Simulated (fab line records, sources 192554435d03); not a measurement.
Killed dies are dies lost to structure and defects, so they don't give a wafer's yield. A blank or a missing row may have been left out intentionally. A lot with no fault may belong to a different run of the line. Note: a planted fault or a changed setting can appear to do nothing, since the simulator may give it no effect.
fab line records	flow n5_finfet
[record] lots = 24	wafers = 72	last_day = 19
route steps=1938 shown STI_FIN_REVEAL@199 SD_EPI_N@279
lots that met no fault: from a run of the same line without faults
start_h: hours from the record's first day to the start of the lot's first wafer shown	wait_h: how many hours have passed since the lot's step before this one	" as in the row above	L1.1+2: a single row standing in for several wafers	- no value present, or no start provided	* or withheld: withheld	< > ~ a bound
route shown NAME@n: names a module that has steps shown in the file, with the first one's number in the route	usual: mean and standard deviation over wafers with no fault	same: alike in all rows	chamber/n: place in a boat	sites: readings site by site	_std_site: how widely they spread, as a standard deviation	_edge_site: the outer-site mean with the inner-site mean subtracted	radius_mm: for every site, how far away it sits from the centre of the wafer	mask NAME#n: copy n	behind: the most recent tool/chamber to have shaped the wafer	hold: the reason the lot was held/the length of the hold in hours/how it ended	device: whichever transistor did not switch (one of n, p or np)	end of line: the tests these same wafers got at the end of their route	a step with no rows: only its recipe	killed: at the first sort, the dies lost to defects and structure; wafer yield is something else	map: per-die view of a wafer (x killed, . not killed, _ where there is no die)
set.NAME: the run value of the setting; set.NAME@STEP: its run value at that earlier step	model.NAME: the simulator's own value behind a step, which no gauge read
a sample of lots followed through the steps of the route, with each step as a table and each wafer as a row
services: from which hour (start_h, from the record's first day; less than 0 if before it) a tool's chamber was out of use, for how many hours, and why
[[steps]]
[step N5_STI_FIN_REVEAL_ETCH_34]
[recipe] chemistry = H2	mode = isotropic	material = Si	target = Si	target_depth_a = 9.7	temp_c = 20	pressure_mtorr = 4.5	icp_w = 300	bias_w = 0	h2_flow_sccm = 7.5	he_flow_sccm = 142.5
[usual] drypump_motor_current_A = 5.5/0.48	oes_product_au = 0.990/0.016	throttle_valve_pct = 26.0/0.45
lot.wafer	tool	chamber	start_h	wait_h	drypump_motor_current_A	oes_product_au	rf_hours_counter_h	throttle_valve_pct
L074.1	rie_si-02	3	39.12	0.2	5.8	0.969	153	25.5
L074.5	"	1	"	"	5.2	1.001	-	26.0
L074.6	"	2	"	"	5.2	0.992	-	26.1
L075.2	rie_si-02	1	41.88	0.1	5.3	0.988	122	25.9
L075.5	"	3	"	"	5.8	0.963	-	25.5
L075.6	"	2	"	"	5.1	0.987	-	26.1
L076.4	rie_si-02	2	47.98	0.1	5.2	0.988	2	26.1
L076.5	"	2	"	"	5.1	0.985	-	26.1
L076.6	"	1	"	"	5.3	1.005	-	25.9
L077.1	rie_si-01	3	54.77	0.2	5.4	0.970	4	26.5
L077.3	"	1	"	"	5.8	0.994	111	25.6
L077.6	"	2	"	"	4.9	0.988	-	26.5
L078.4	rie_si-02	0	60.41	0.1	5.2	0.985	24	26.4
L078.5	"	1	"	"	5.2	0.988	-	25.9
L078.6	"	0	"	"	5.1	0.991	-	26.4
L079.1	rie_si-02	2	66.07	0.2	5.2	0.982	2	26.1
L079.3	"	3	"	"	5.8	0.968	153	25.5
L079.4	"	1	"	"	5.3	1.000	123	25.9
L080.3	rie_si-03	2	72.66	0.1	4.9	0.986	196	26.6
L080.4	"	1	"	"	5.2	0.985	123	25.7
L080.5	"	1	"	"	5.2	0.987	-	25.7
L081.2	rie_si-01	1	77.73	0.1	5.8	1.008	112	25.6
L081.3	"	3	"	"	5.4	0.972	4	26.5
L081.5	"	0	"	"	6.6	0.994	-	26.4
L082.2	rie_si-01	1	83.48	0.1	5.8	0.995	112	25.6
L082.3	"	0	"	"	6.6	0.996	7	26.4
L082.6	"	1	"	"	5.8	0.994	-	25.6
L083.3	rie_si-01	1	90.50	0.1	5.8	0.989	112	25.6
L083.4	"	2	"	"	4.9	0.981	144	26.5
L083.5	"	1	"	"	5.8	0.991	-	25.6
L084.1	rie_si-02	2	97.79	0.2	5.2	0.979	3	26.1
L084.4	"	3	"	"	5.8	0.976	154	25.5
L084.6	"	3	"	"	5.8	0.969	-	25.5
L085.1	rie_si-01	1	107.77	0.2	5.8	0.994	112	25.6
L085.4	"	0	"	"	6.6	0.989	8	26.4
L085.6	"	0	"	"	6.6	0.994	-	26.4
L086.1	rie_si-02	0	110.53	0.2	5.1	0.995	25	26.4
L086.2	"	3	"	"	5.8	0.971	154	25.5
L086.3	"	1	"	"	5.3	0.992	124	25.9
L087.1	rie_si-03	1	113.73	0.2	5.2	0.990	123	25.7
L087.2	"	0	"	"	5.5	1.040	61	25.2
L087.4	"	2	"	"	4.9	0.985	197	26.6
L088.1	rie_si-01	2	119.25	0.2	4.9	0.988	144	26.5
L088.3	"	3	"	"	5.3	0.975	5	26.5
L088.5	"	2	"	"	4.9	0.982	-	26.5
L089.2	rie_si-03	1	126.13	0.1	5.2	0.985	124	25.7
L089.3	"	3	"	"	5.5	1.014	159	26.4
L089.6	"	1	"	"	5.2	0.986	-	25.7
L090.1	rie_si-02	3	131.48	0.2	5.8	0.971	154	25.6
L090.2	"	1	"	"	5.3	0.992	124	25.9
L090.6	"	1	"	"	5.3	0.989	-	25.9
L091.2	rie_si-01	0	137.86	0.1	6.6	0.994	8	26.4
L091.3	"	1	"	"	5.8	1.001	113	25.6
L091.4	"	3	"	"	5.3	0.971	6	26.5
L092.2	rie_si-03	1	144.57	0.1	5.2	0.980	124	25.7
L092.4	"	2	"	"	4.9	1.003	0	25.1
L092.6	"	3	"	"	5.5	1.011	-	26.4
L093.1	rie_si-03	1	151.06	0.2	5.2	0.986	124	25.7
L093.5	"	2	"	"	4.9	1.005	-	25.1
L093.6	"	1	"	"	5.2	0.972	-	25.7
L094.2	rie_si-02	3	157.43	0.1	5.8	0.985	155	25.6
L094.3	"	2	"	"	5.2	0.995	4	26.1
L094.5	"	0	"	"	5.1	0.994	-	26.4
L095.1	rie_si-01	3	163.59	0.2	5.4	0.977	6	26.5
L095.2	"	1	"	"	5.8	1.000	114	25.6
L095.4	"	2	"	"	4.9	0.980	145	26.5
L096.1	rie_si-01	3	167.89	0.2	5.3	0.977	6	26.5
L096.3	"	1	"	"	5.8	1.000	114	25.6
L096.5	"	3	"	"	5.3	0.962	-	26.5
L097.1	rie_si-03	1	175.15	0.2	5.2	0.970	125	25.7
L097.4	"	3	"	"	5.5	1.014	160	26.4
L097.5	"	1	"	"	5.2	0.971	-	25.7
[step N5_STI_FIN_REVEAL_OXIDATION_31]
[recipe] chemistry = O2_PLASMA_REMOTE	temp_c = 150	time_s = 20	pressure_mtorr = 1000	source_power_w = 2000	o2_flow_sccm = 3000
[usual] drypump_motor_current_A = 5.8/0.43	heater_power_w = 147/9	o2_flow_sccm = 3002/7.9
lot.wafer	tool	chamber	start_h	wait_h	drypump_motor_current_A	heater_power_w	o2_flow_sccm	rf_hours_counter_h
L074.1	plasma_asher-02	0	39.18	0.0	6.4	150	3007	23
L074.5	"	0	"	"	6.4	147	2996	-
L074.6	"	1	"	"	5.6	161	3010	-
L075.2	plasma_asher-02	0	41.94	0.0	6.4	151	3000	24
L075.5	"	0	"	"	6.4	147	3003	-
L075.6	"	1	"	"	5.6	155	3001	-
L076.4	plasma_asher-01	1	48.06	0.1	5.3	139	3018	-
L076.5	"	0	"	"	5.5	135	3008	-
L076.6	"	1	"	"	5.3	139	3011	-
L077.1	plasma_asher-02	1	54.83	0.0	5.6	155	3001	25
L077.3	"	1	"	"	5.6	157	3002	-
L077.6	"	0	"	"	6.4	149	2995	-
L078.4	plasma_asher-02	1	60.49	0.1	5.6	159	3008	-
L078.5	"	1	"	"	5.6	159	2991	-
L078.6	"	0	"	"	6.4	151	2991	-
L079.1	plasma_asher-01	0	66.13	0.0	5.6	134	3011	88
L079.3	"	1	"	"	5.3	142	3009	-
L079.4	"	0	"	"	5.5	135	3008	-
L080.3	plasma_asher-01	1	72.75	0.1	5.3	146	3009	-
L080.4	"	0	"	"	5.5	135	3015	-
L080.5	"	0	"	"	5.6	133	3021	-
L081.2	plasma_asher-01	0	77.79	0.0	5.5	134	3015	89
L081.3	"	1	"	"	5.4	144	3001	-
L081.5	"	1	"	"	5.4	138	3003	-
L082.2	plasma_asher-02	0	83.55	0.0	6.4	152	3009	31
L082.3	"	0	"	"	6.4	148	3001	-
L082.6	"	1	"	"	5.5	158	3010	-
L083.3	plasma_asher-02	1	90.58	0.1	5.6	162	3006	-
L083.4	"	0	"	"	6.4	152	3003	-
L083.5	"	1	"	"	5.6	156	3004	-
L084.1	plasma_asher-01	1	97.85	0.0	5.4	143	3019	93
L084.4	"	0	"	"	5.5	135	3009	-
L084.6	"	0	"	"	5.6	131	2998	-
L085.1	plasma_asher-02	0	107.83	0.0	6.4	149	2999	36
L085.4	"	1	"	"	5.6	161	2990	-
L085.6	"	1	"	"	5.6	158	2997	-
L086.1	plasma_asher-01	0	110.60	0.0	5.6	131	2993	96
L086.2	"	1	"	"	5.4	144	3000	96
L086.3	"	1	"	"	5.4	144	3001	-
L087.1	plasma_asher-02	1	113.79	0.0	5.6	158	3010	38
L087.2	"	0	"	"	6.4	147	2997	38
L087.4	"	1	"	"	5.6	161	3019	-
L088.1	plasma_asher-01	1	119.31	0.0	5.3	145	2996	98
L088.3	"	1	"	"	5.4	144	2994	-
L088.5	"	1	"	"	5.4	140	3007	-
L089.2	plasma_asher-01	0	126.19	0.0	5.5	135	3011	100
L089.3	"	1	"	"	5.4	141	3003	-
L089.6	"	1	"	"	5.4	141	3002	-
L090.1	plasma_asher-02	0	131.54	0.0	6.4	153	3002	40
L090.2	"	1	"	"	5.6	159	3009	40
L090.6	"	0	"	"	6.4	146	2989	-
L091.2	plasma_asher-01	0	137.92	0.0	5.5	137	3006	101
L091.3	"	1	"	"	5.3	145	3005	-
L091.4	"	0	"	"	5.6	134	2993	-
L092.2	plasma_asher-01	1	144.63	0.0	5.4	144	2992	102
L092.4	"	1	"	"	5.4	139	2985	-
L092.6	"	0	"	"	5.5	135	3003	-
L093.1	plasma_asher-02	1	151.12	0.0	5.6	161	2994	43
L093.5	"	0	"	"	6.4	152	3007	-
L093.6	"	1	"	"	5.6	156	3007	-
L094.2	plasma_asher-02	0	157.50	0.0	6.4	149	3008	45
L094.3	"	0	"	"	6.4	149	2994	-
L094.5	"	0	"	"	6.4	154	2993	-
L095.1	plasma_asher-02	1	163.65	0.0	5.6	157	2995	46
L095.2	"	0	"	"	6.4	151	3000	46
L095.4	"	1	"	"	5.6	159	2991	-
L096.1	plasma_asher-02	1	167.95	0.0	5.6	157	3008	47
L096.3	"	1	"	"	5.6	160	2995	-
L096.5	"	1	"	"	5.6	157	2998	-
L097.1	plasma_asher-02	1	175.21	0.0	5.6	158	2992	49
L097.4	"	1	"	"	5.6	154	2991	-
L097.5	"	0	"	"	6.4	152	2996	-
[step N5_STI_FIN_REVEAL_OXIDATION_33]
[recipe] chemistry = O2_PLASMA_REMOTE	temp_c = 150	time_s = 20	pressure_mtorr = 1000	source_power_w = 2000	o2_flow_sccm = 3000
[usual] drypump_motor_current_A = 5.7/0.41	heater_power_w = 146/9.3	o2_flow_sccm = 3002/8.7
lot.wafer	tool	chamber	start_h	wait_h	drypump_motor_current_A	heater_power_w	o2_flow_sccm	rf_hours_counter_h
L074.1	plasma_asher-01	0	39.53	0.0	5.5	136	3020	82
L074.5	"	1	"	"	5.3	142	3020	-
L074.6	"	0	"	"	5.5	133	3001	-
L075.2	plasma_asher-01	0	42.29	0.0	5.5	130	3020	83
L075.5	"	0	"	"	5.5	134	3003	-
L075.6	"	1	"	"	5.4	142	3005	-
L076.4	plasma_asher-02	0	48.42	0.0	6.4	148	2998	-
L076.5	"	1	"	"	5.6	161	3003	-
L076.6	"	0	"	"	6.4	146	3002	-
L077.1	plasma_asher-02	1	55.19	0.0	5.6	155	3002	25
L077.3	"	0	"	"	6.4	147	2998	-
L077.6	"	1	"	"	5.6	156	2990	-
L078.4	plasma_asher-01	0	60.84	0.0	5.6	131	2999	-
L078.5	"	1	"	"	5.4	143	3022	-
L078.6	"	0	"	"	5.5	138	2999	-
L079.1	plasma_asher-01	0	66.48	0.0	5.6	137	3002	88
L079.3	"	0	"	"	5.6	136	3013	-
L079.4	"	1	"	"	5.3	144	3007	-
L080.3	plasma_asher-01	1	73.10	0.0	5.3	140	3002	-
L080.4	"	0	"	"	5.5	134	3004	-
L080.5	"	1	"	"	5.4	142	3001	-
L081.2	plasma_asher-01	1	78.14	0.0	5.4	144	2997	89
L081.3	"	0	"	"	5.5	134	2997	-
L081.5	"	1	"	"	5.3	143	2992	-
L082.2	plasma_asher-02	0	83.90	0.0	6.4	146	3016	31
L082.3	"	1	"	"	5.6	162	2999	-
L082.6	"	0	"	"	6.4	151	3021	-
L083.3	plasma_asher-02	1	90.94	0.0	5.6	157	2998	-
L083.4	"	0	"	"	6.4	149	2987	-
L083.5	"	1	"	"	5.6	160	3002	-
L084.1	plasma_asher-01	1	98.20	0.0	5.4	141	2999	93
L084.4	"	1	"	"	5.4	145	3008	-
L084.6	"	1	"	"	5.4	140	3010	-
L085.1	plasma_asher-01	0	108.18	0.0	5.5	135	3015	95
L085.4	"	1	"	"	5.3	143	3002	-
L085.6	"	1	"	"	5.3	145	2985	-
L086.1	plasma_asher-01	1	110.95	0.0	5.3	145	3004	96
L086.2	"	0	"	"	5.5	132	2999	96
L086.3	"	0	"	"	5.6	135	2998	-
L087.1	plasma_asher-02	0	114.14	0.0	6.4	154	2987	38
L087.2	"	1	"	"	5.6	161	3003	38
L087.4	"	0	"	"	6.4	151	3000	-
L088.1	plasma_asher-02	1	119.66	0.0	5.6	158	2998	39
L088.3	"	1	"	"	5.6	160	2989	-
L088.5	"	0	"	"	6.4	152	3011	-
L089.2	plasma_asher-01	1	126.54	0.0	5.4	146	3012	100
L089.3	"	1	"	"	5.3	143	3013	-
L089.6	"	0	"	"	5.5	135	3004	-
L090.1	plasma_asher-02	0	131.92	0.1	6.4	151	3006	41
L090.2	"	1	"	"	5.6	160	3008	41
L090.6	"	0	"	"	6.4	153	2998	-
L091.2	plasma_asher-02	0	138.27	0.0	6.4	150	2987	41
L091.3	"	0	"	"	6.4	148	2987	-
L091.4	"	1	"	"	5.6	159	2984	-
L092.2	plasma_asher-01	0	144.98	0.0	5.6	136	2996	103
L092.4	"	1	"	"	5.3	146	3001	-
L092.6	"	1	"	"	5.4	144	2995	-
L093.1	plasma_asher-02	1	151.49	0.0	5.6	163	2993	43
L093.5	"	0	"	"	6.5	147	2994	-
L093.6	"	1	"	"	5.6	163	3000	-
L094.2	plasma_asher-02	1	157.85	0.0	5.6	161	3004	45
L094.3	"	0	"	"	6.4	149	2995	-
L094.5	"	1	"	"	5.6	160	3001	-
L095.1	plasma_asher-01	1	164.04	0.1	5.4	145	2986	107
L095.2	"	0	"	"	5.6	135	3007	107
L095.4	"	1	"	"	5.4	145	3014	-
L096.1	plasma_asher-02	1	168.36	0.0	5.6	158	3009	47
L096.3	"	0	"	"	6.4	151	2992	-
L096.5	"	0	"	"	6.4	149	3003	-
L097.1	plasma_asher-02	0	175.56	0.0	6.4	148	2998	49
L097.4	"	0	"	"	6.4	146	2996	-
L097.5	"	1	"	"	5.5	157	3009	-
[step N5_STI_FIN_REVEAL_CD_MEAS_22]
[recipe] target_cd_nm = 6.238	pitch_nm = 28	polarity = line
[usual] cd_nm = 6.4/0.31
lot.wafer	tool	chamber	start_h	wait_h	cd_nm
L074.1	cd_sem-01	-	39.69	0.0	6.3
L074.5	"	-	"	"	6.5
L074.6	"	-	"	"	5.8
L075.2	cd_sem-01	-	42.45	0.0	6.1
L075.5	"	-	"	"	6.1
L075.6	"	-	"	"	6.0
L076.4	cd_sem-01	-	48.56	0.0	6.3
L076.5	"	-	"	"	6.6
L076.6	"	-	"	"	6.2
L077.1	cd_sem-02	-	55.35	0.0	5.7
L077.3	"	-	"	"	6.5
L077.6	"	-	"	"	5.9
L078.4	cd_sem-02	-	60.99	0.0	6.3
L078.5	"	-	"	"	6.3
L078.6	"	-	"	"	6.2
L079.1	cd_sem-02	-	66.64	0.0	6.8
L079.3	"	-	"	"	6.4
L079.4	"	-	"	"	6.4
L080.3	cd_sem-02	-	73.24	0.0	6.7
L080.4	"	-	"	"	6.3
L080.5	"	-	"	"	5.9
L081.2	cd_sem-02	-	78.31	0.0	6.3
L081.3	"	-	"	"	6.1
L081.5	"	-	"	"	6.2
L082.2	cd_sem-01	-	84.07	0.0	6.0
L082.3	"	-	"	"	6.4
L082.6	"	-	"	"	6.2
L083.3	cd_sem-01	-	91.09	0.0	6.4
L083.4	"	-	"	"	7.0
L083.5	"	-	"	"	6.3
L084.1	cd_sem-01	-	98.37	0.0	6.7
L084.4	"	-	"	"	6.3
L084.6	"	-	"	"	6.6
L085.1	cd_sem-02	-	108.34	0.0	5.9
L085.4	"	-	"	"	6.2
L085.6	"	-	"	"	6.6
L086.1	cd_sem-01	-	111.11	0.0	6.4
L086.2	"	-	"	"	6.5
L086.3	"	-	"	"	6.9
L087.1	cd_sem-02	-	114.31	0.0	6.7
L087.2	"	-	"	"	6.1
L087.4	"	-	"	"	6.5
L088.1	cd_sem-01	-	119.82	0.0	6.9
L088.3	"	-	"	"	6.1
L088.5	"	-	"	"	6.2
L089.2	cd_sem-01	-	126.70	0.0	6.2
L089.3	"	-	"	"	6.7
L089.6	"	-	"	"	6.2
L090.1	cd_sem-02	-	132.15	0.0	6.9
L090.2	"	-	"	"	6.9
L090.6	"	-	"	"	6.6
L091.2	cd_sem-01	-	138.44	0.0	6.0
L091.3	"	-	"	"	6.6
L091.4	"	-	"	"	6.8
L092.2	cd_sem-01	-	145.15	0.0	6.2
L092.4	"	-	"	"	6.6
L092.6	"	-	"	"	6.7
L093.1	cd_sem-02	-	151.65	0.0	6.3
L093.5	"	-	"	"	6.0
L093.6	"	-	"	"	6.3
L094.2	cd_sem-01	-	158.01	0.0	6.4
L094.3	"	-	"	"	6.5
L094.5	"	-	"	"	6.5
L095.1	cd_sem-02	-	164.20	0.0	6.7
L095.2	"	-	"	"	5.8
L095.4	"	-	"	"	6.1
L096.1	cd_sem-02	-	168.52	0.0	6.6
L096.3	"	-	"	"	6.6
L096.5	"	-	"	"	6.8
L097.1	cd_sem-01	-	175.73	0.0	6.7
L097.4	"	-	"	"	6.5
L097.5	"	-	"	"	6.7
[step N5_STI_FIN_REVEAL_INSPECT_13]
[recipe] inspect_instrument = darkfield	mode = post_clean
[usual] raw_defect_count = 12/5.6
lot.wafer	tool	chamber	start_h	wait_h	raw_defect_count
L074.1	defect_inspect-02	-	39.81	0.0	9
L074.5	"	-	"	"	8
L074.6	"	-	"	"	10
L075.2	defect_inspect-01	-	42.57	0.0	12
L075.5	"	-	"	"	10
L075.6	"	-	"	"	9
L076.4	defect_inspect-02	-	48.68	0.0	17
L076.5	"	-	"	"	15
L076.6	"	-	"	"	25
L077.1	defect_inspect-01	-	55.47	0.0	11
L077.3	"	-	"	"	22
L077.6	"	-	"	"	14
L078.4	defect_inspect-01	-	61.11	0.0	13
L078.5	"	-	"	"	8
L078.6	"	-	"	"	11
L079.1	defect_inspect-01	-	66.76	0.0	20
L079.3	"	-	"	"	13
L079.4	"	-	"	"	32
L080.3	defect_inspect-01	-	73.36	0.0	22
L080.4	"	-	"	"	5
L080.5	"	-	"	"	7
L081.2	defect_inspect-02	-	78.43	0.0	22
L081.3	"	-	"	"	15
L081.5	"	-	"	"	16
L082.2	defect_inspect-01	-	84.19	0.0	11
L082.3	"	-	"	"	10
L082.6	"	-	"	"	3
L083.3	defect_inspect-02	-	91.20	0.0	23
L083.4	"	-	"	"	17
L083.5	"	-	"	"	23
L084.1	defect_inspect-02	-	98.48	0.0	3
L084.4	"	-	"	"	13
L084.6	"	-	"	"	7
L085.1	defect_inspect-02	-	108.47	0.0	4
L085.4	"	-	"	"	10
L085.6	"	-	"	"	6
L086.1	defect_inspect-02	-	111.23	0.0	12
L086.2	"	-	"	"	6
L086.3	"	-	"	"	8
L087.1	defect_inspect-02	-	114.43	0.0	10
L087.2	"	-	"	"	10
L087.4	"	-	"	"	5
L088.1	defect_inspect-01	-	119.97	0.0	6
L088.3	"	-	"	"	7
L088.5	"	-	"	"	6
L089.2	defect_inspect-02	-	126.82	0.0	17
L089.3	"	-	"	"	6
L089.6	"	-	"	"	14
L090.1	defect_inspect-02	-	132.27	0.0	15
L090.2	"	-	"	"	9
L090.6	"	-	"	"	12
L091.2	defect_inspect-02	-	138.65	0.1	8
L091.3	"	-	"	"	22
L091.4	"	-	"	"	8
L092.2	defect_inspect-02	-	145.27	0.0	14
L092.4	"	-	"	"	10
L092.6	"	-	"	"	19
L093.1	defect_inspect-01	-	151.77	0.0	16
L093.5	"	-	"	"	14
L093.6	"	-	"	"	9
L094.2	defect_inspect-02	-	158.13	0.0	6
L094.3	"	-	"	"	14
L094.5	"	-	"	"	10
L095.1	defect_inspect-02	-	164.32	0.0	5
L095.2	"	-	"	"	10
L095.4	"	-	"	"	10
L096.1	defect_inspect-02	-	168.64	0.0	8
L096.3	"	-	"	"	9
L096.5	"	-	"	"	19
L097.1	defect_inspect-01	-	175.85	0.0	12
L097.4	"	-	"	"	23
L097.5	"	-	"	"	12
[step N5_SD_EPI_N_ETCH_16]
[recipe] chemistry = CHF3/O2	target = SiO2	target_depth_a = 50	mask_material = SOC	pressure_mtorr = 30	source_w = 650	bias_w = 170	Ar_flow_sccm = 200	CHF3_flow_sccm = 50	O2_flow_sccm = 5	ion_energy_ev = 200
[usual] CHF3_flow_sccm = 49.99/0.16	drypump_motor_current_A = 5.6/0.53	oes_product_au = 0.78/0.083	rf_vpp_V = 517/14	showerhead_plenum_p_Torr = 2.43/0.054	throttle_valve_pct = 18.83/0.26
lot.wafer	tool	chamber	start_h	wait_h	CHF3_flow_sccm	drypump_motor_current_A	oes_product_au	rf_hours_counter_h	rf_vpp_V	showerhead_plenum_p_Torr	throttle_valve_pct
L074.1	rie_diel-02	2	53.67	0.1	50.00	5.1	0.75	151	518	2.51	18.99
L074.5	"	0	"	"	50.12	6.2	0.73	-	539	2.50	19.27
L074.6	"	3	"	"	50.00	5.3	0.69	-	499	2.47	19.17
L075.2	rie_diel-05	3	59.64	0.1	49.66	5.6	0.72	196	529	2.48	18.85
L075.5	"	1	"	"	49.90	4.9	0.72	-	514	2.44	18.79
L075.6	"	2	"	"	49.90	6.0	0.91	-	498	2.38	18.68
L076.4	rie_diel-06	0	69.41	0.0	49.95	5.3	0.77	-	506	2.52	19.08
L076.5	"	1	"	"	49.80	6.5	0.89	-	524	2.45	18.38
L076.6	"	2	"	"	50.18	5.4	0.68	-	531	2.45	18.97
L077.1	rie_diel-05	1	74.64	0.1	49.92	4.9	0.71	150	514	2.44	18.78
L077.3	"	2	"	"	49.94	5.9	0.90	21	495	2.37	18.67
L077.6	"	3	"	"	49.87	5.6	0.71	-	527	2.48	18.84
L078.4	rie_diel-05	2	77.29	0.1	50.02	5.9	0.89	23	495	2.37	18.68
L078.5	"	1	"	"	50.20	4.9	0.71	-	516	2.44	18.78
L078.6	"	0	"	"	49.94	6.3	0.82	-	503	2.35	18.79
L079.1	rie_diel-05	0	80.26	0.1	50.01	6.3	0.82	86	504	2.35	18.79
L079.3	"	1	"	"	50.07	4.9	0.71	153	514	2.44	18.79
L079.4	"	3	"	"	49.89	5.6	0.72	204	528	2.48	18.84
L080.3	rie_diel-05	1	85.13	0.1	50.05	4.9	0.71	153	513	2.44	18.79
L080.4	"	3	"	"	49.92	5.6	0.71	205	530	2.47	18.86
L080.5	"	3	"	"	49.98	5.6	0.72	-	528	2.47	18.85
L081.2	rie_diel-05	0	90.67	0.1	49.83	6.3	0.82	88	504	2.35	18.80
L081.3	"	2	"	"	49.97	5.9	0.89	26	496	2.37	18.68
L081.5	"	3	"	"	50.12	5.6	0.72	-	528	2.47	18.86
L082.2	rie_diel-06	3	96.44	0.1	50.03	4.8	0.97	3	534	2.37	18.34
L082.3	"	1	"	"	50.05	6.4	0.87	48	524	2.45	18.39
L082.6	"	3	"	"	49.76	4.8	0.97	-	534	2.37	18.33
L083.3	rie_diel-05	1	104.99	0.1	50.19	4.9	0.70	160	514	2.44	18.81
L083.4	"	2	"	"	50.04	5.9	0.88	31	496	2.37	18.69
L083.5	"	2	"	"	50.23	5.9	0.88	-	497	2.37	18.70
L084.1	rie_diel-05	0	111.50	0.1	50.21	6.3	0.81	96	503	2.34	18.81
L084.4	"	1	"	"	49.76	4.9	0.70	162	514	2.44	18.80
L084.6	"	3	"	"	50.03	5.6	0.71	-	529	2.47	18.86
L085.1	rie_diel-06	1	120.11	0.1	50.03	6.5	0.87	56	524	2.45	18.41
L085.4	"	3	"	"	49.95	4.8	0.93	12	534	2.37	18.36
L085.6	"	3	"	"	50.02	4.8	0.93	-	533	2.37	18.34
L086.1	rie_diel-05	1	125.77	0.1	49.95	4.9	0.70	165	514	2.43	18.80
L086.2	"	0	"	"	49.94	6.3	0.81	99	504	2.34	18.81
L086.3	"	2	"	"	50.17	6.0	0.87	37	497	2.37	18.70
L087.1	rie_diel-02	1	129.37	0.1	50.14	5.7	0.78	118	523	2.42	19.09
L087.2	"	3	"	"	49.87	5.3	0.68	233	499	2.46	19.19
L087.4	"	0	"	"	49.88	6.2	0.70	202	538	2.49	19.28
L088.1	rie_diel-06	2	135.47	0.1	50.08	5.4	0.67	247	532	2.45	19.00
L088.3	"	1	"	"	49.84	6.5	0.85	60	524	2.44	18.41
L088.5	"	3	"	"	50.10	4.8	0.92	-	534	2.37	18.37
L089.2	rie_diel-02	3	140.68	0.1	49.97	5.3	0.67	237	499	2.46	19.22
L089.3	"	0	"	"	50.16	6.1	0.70	206	536	2.49	19.32
L089.6	"	0	"	"	50.17	6.1	0.70	-	538	2.49	19.33
L090.1	rie_diel-02	2	144.38	0.1	49.92	5.1	0.73	182	518	2.50	19.05
L090.2	"	0	"	"	50.00	6.1	0.70	207	538	2.49	19.31
L090.6	"	0	"	"	49.88	6.2	0.71	-	537	2.49	19.32
L091.2	rie_diel-05	3	150.18	0.1	50.02	5.6	0.70	225	529	2.47	18.88
L091.3	"	0	"	"	50.26	6.3	0.80	107	505	2.34	18.82
L091.4	"	1	"	"	50.19	4.9	0.70	174	516	2.43	18.83
L092.2	rie_diel-05	1	157.24	0.1	49.95	4.9	0.70	175	515	2.43	18.83
L092.4	"	3	"	"	49.73	5.6	0.72	227	529	2.47	18.89
L092.6	"	2	"	"	49.79	5.9	0.86	-	496	2.36	18.71
L093.1	rie_diel-05	1	163.81	0.1	49.87	4.9	0.70	179	514	2.43	18.82
L093.5	"	3	"	"	49.93	5.6	0.71	-	528	2.46	18.90
L093.6	"	0	"	"	49.65	6.3	0.80	-	503	2.34	18.84
L094.2	rie_diel-06	0	170.29	0.1	50.15	5.3	0.74	176	505	2.50	19.13
L094.3	"	1	"	"	49.99	6.5	0.83	74	523	2.44	18.41
L094.5	"	1	"	"	49.97	6.5	0.82	-	522	2.44	18.41
L095.1	rie_diel-06	3	177.48	0.1	49.89	4.8	0.89	33	532	2.36	18.39
L095.2	"	1	"	"	49.91	6.5	0.82	75	524	2.44	18.42
L095.4	"	3	"	"	49.93	4.8	0.89	-	533	2.36	18.38
L096.1	rie_diel-02	2	181.87	0.1	49.94	5.1	0.71	197	518	2.49	19.05
L096.3	"	1	"	"	49.93	5.8	0.77	137	521	2.42	19.12
L096.5	"	1	"	"	50.10	5.7	0.77	-	522	2.42	19.13
L097.1	rie_diel-06	2	187.82	0.1	50.13	5.4	0.97	6	531	2.44	18.73
L097.4	"	1	"	"	49.74	6.5	0.83	80	524	2.44	18.44
L097.5	"	1	"	"	49.60	6.4	0.82	-	525	2.44	18.44
[[services]]
tool	chamber	start_h	hours	kind
rie_diel-02	3	24.79	6.3	repair
rie_diel-05	3	39.99	7.1	repair
rie_diel-02	3	42.32	4.4	repair
rie_diel-06	-	46.53	2.8	pm
rie_diel-06	3	61.57	-	clean
rie_diel-06	3	61.57	-	consumable_replace:focus_ring
rie_diel-06	3	61.57	14.3	scheduled_down
rie_diel-06	3	61.57	14.3	vent_cycle
rie_diel-06	3	89.22	5.0	repair
rie_si-03	2	105.92	3.8	repair
rie_diel-05	1	121.32	1.8	repair
rie_si-03	2	123.05	-	clean
rie_si-03	2	123.05	16.0	scheduled_down
rie_si-03	2	123.05	16.0	vent_cycle
plasma_asher-02	-	144.48	0.7	repair
rie_diel-06	2	144.60	-	clean
rie_diel-06	2	144.60	-	consumable_replace:focus_ring
rie_diel-06	2	144.60	14.3	scheduled_down
rie_diel-06	2	144.60	14.3	vent_cycle
rie_si-01	-	157.73	0.3	repair
plasma_asher-02	-	170.78	1.3	repair
rie_si-02	2	171.80	3.7	repair
rie_diel-06	1	173.12	2.4	repair
rie_diel-06	0	174.16	8.3	repair
[[key]]
fault none
